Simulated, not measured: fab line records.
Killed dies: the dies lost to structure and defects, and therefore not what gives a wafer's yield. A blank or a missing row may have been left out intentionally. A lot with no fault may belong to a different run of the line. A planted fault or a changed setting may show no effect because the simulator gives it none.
One fault through the eyes of 2 desks | flow n5 finfet | numbers are kept per desk, each desk with only its own; the story behind them comes last

AT THE METROLOGY DESK
Lot by lot, what the gauges showed, no matter which tool ran the lot: averages of those sampled wafers that carry a number. If a lot's mean is further than 4 standard deviations from the usual mean, the lot is out of limits and carries the mark OUT (the distance appears in the brackets). Of its 10 readings 7 are shown: those that lie furthest out on some lot.
Columns: A = DIBL_N at N5_BEOL_M4_RC_MEAS_101, usual 37.7 mV/V; B = IOFF_P at N5_BEOL_M4_RC_MEAS_101, usual 0.23 nA/um; C = ION_N at N5_BEOL_M4_RC_MEAS_101, usual 681 uA/um; D = ION_P at N5_BEOL_M4_RC_MEAS_101, usual 463 uA/um; E = SS_N at N5_BEOL_M4_RC_MEAS_101, usual 71.9 mV/dec; F = SS_P at N5_BEOL_M4_RC_MEAS_101, usual 73.6 mV/dec; G = VT_P at N5_BEOL_M4_RC_MEAS_101, usual -249 mV
lot  | first seen here | A    | B    | C   | D   | E    | F    | G
L231 | day 12 17:31    | 37.3 | 0.22 | 673 | 457 | 71.9 | 74.1 | -251
L233 | day 13 10:34    | 39.4 | 0.24 | 674 | 457 | 72.4 | 73.9 | -249
L234 | day 13 18:59    | 37.6 | 0.22 | 681 | 457 | 73.0 | 74.6 | -255
L235 | day 13 21:57    | 38.9 | 0.23 | 668 | 453 | 72.3 | 74.4 | -250
L236 | day 14 11:06    | 34.9 | 0.19 | 681 | 459 | 71.7 | 73.5 | -253
L246 | day 17 01:41    | 35.8 | 0.18 | 669 | 456 | 71.6 | 72.9 | -254
L247 | day 17 01:52    | 36.8 | 0.20 | 678 | 462 | 71.9 | 73.5 | -249
L248 | day 17 05:06    | 38.0 | 0.25 | 684 | 466 | 72.1 | 73.4 | -248
L249 | day 17 18:26    | 35.6 | 0.23 | 676 | 466 | 71.5 | 73.5 | -247
Result from this desk: across the 9 lots, nothing is out of limits.

AT THE TOOL OWNER'S DESK: hp anneal-01
Per lot that ran on this tool, the mean of the sampled wafers carrying a number, from the tool's own readings at N5_MOL_CONTACT_COAG_ANNEAL_112 (time 1800 s). If a lot's mean is further than 4 standard deviations from the usual mean, the lot is out of limits and carries the mark OUT (the distance appears in the brackets).
Columns: A = pressure atm at N5_MOL_CONTACT_COAG_ANNEAL_112, usual 9.999; B = wafer_temp_C_max at N5_MOL_CONTACT_COAG_ANNEAL_112, usual 401.15; C = zone power bottom pct at N5_MOL_CONTACT_COAG_ANNEAL_112, usual 12.87 %; D = zone power centre pct at N5_MOL_CONTACT_COAG_ANNEAL_112, usual 10.20 %; E = zone power lower pct at N5_MOL_CONTACT_COAG_ANNEAL_112, usual 7.87 %; F = zone power top pct at N5_MOL_CONTACT_COAG_ANNEAL_112, usual 21.14 %; G = zone power upper pct at N5_MOL_CONTACT_COAG_ANNEAL_112, usual 9.38 %
lot  | first seen here | A                       | B      | C              | D              | E              | F               | G
L231 | day 6 16:06     | 10.000                  | 401.30 | 12.92          | 10.24          | 7.91           | 21.30           | 9.40
L233 | day 7 06:08     | 9.964                   | 401.03 | 12.93          | 10.24          | 7.88           | 21.21           | 9.36
L234 | day 7 09:44     | 4.987 (-99 or more) OUT | 401.06 | 9.32 (-30) OUT | 7.33 (-29) OUT | 5.61 (-27) OUT | 15.17 (-27) OUT | 6.77 (-29) OUT
L235 | day 7 14:34     | 4.974 (-99 or more) OUT | 401.17 | 9.31 (-30) OUT | 7.37 (-29) OUT | 5.69 (-26) OUT | 15.34 (-26) OUT | 6.78 (-29) OUT
L236 | day 8 00:04     | 4.993 (-99 or more) OUT | 400.99 | 9.28 (-30) OUT | 7.37 (-29) OUT | 5.66 (-26) OUT | 15.20 (-27) OUT | 6.75 (-29) OUT
L246 | day 10 11:48    | 10.015                  | 401.07 | 12.86          | 10.29          | 7.85           | 21.21           | 9.44
L247 | day 10 16:26    | 10.011                  | 401.01 | 12.87          | 10.12          | 7.95           | 21.05           | 9.39
L248 | day 10 19:26    | 10.009                  | 400.93 | 12.91          | 10.26          | 7.81           | 20.80           | 9.31
L249 | day 11 03:42    | 10.012                  | 401.11 | 12.91          | 10.28          | 7.81           | 21.18           | 9.28
This desk's verdict: out of limits on L234, L235, L236, starting with L234 at day 7 09:44 (pressure atm at N5_MOL_CONTACT_COAG_ANNEAL_112). In limits: L231, L233, L246, L247, L248, L249.

TAKEN TOGETHER
An alarm could have come from the tool owner's desk at day 7 09:44, on L234, L235, L236.
At the metrology desk, nothing out of limits was observed.
The metrology desk has L234, L235, L236 on record, within its limits.
Of the lots named, all ran N5_MOL_CONTACT_COAG_ANNEAL_112 on hp anneal-01.

WHAT WAS PUT IN BY THE SIMULATOR
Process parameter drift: hp anneal-01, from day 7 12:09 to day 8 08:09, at N5_MOL_CONTACT_COAG_ANNEAL_112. The setting pressure atm was moved by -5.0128, starting from 10.
Lots struck among those shown: L234, L235, L236.
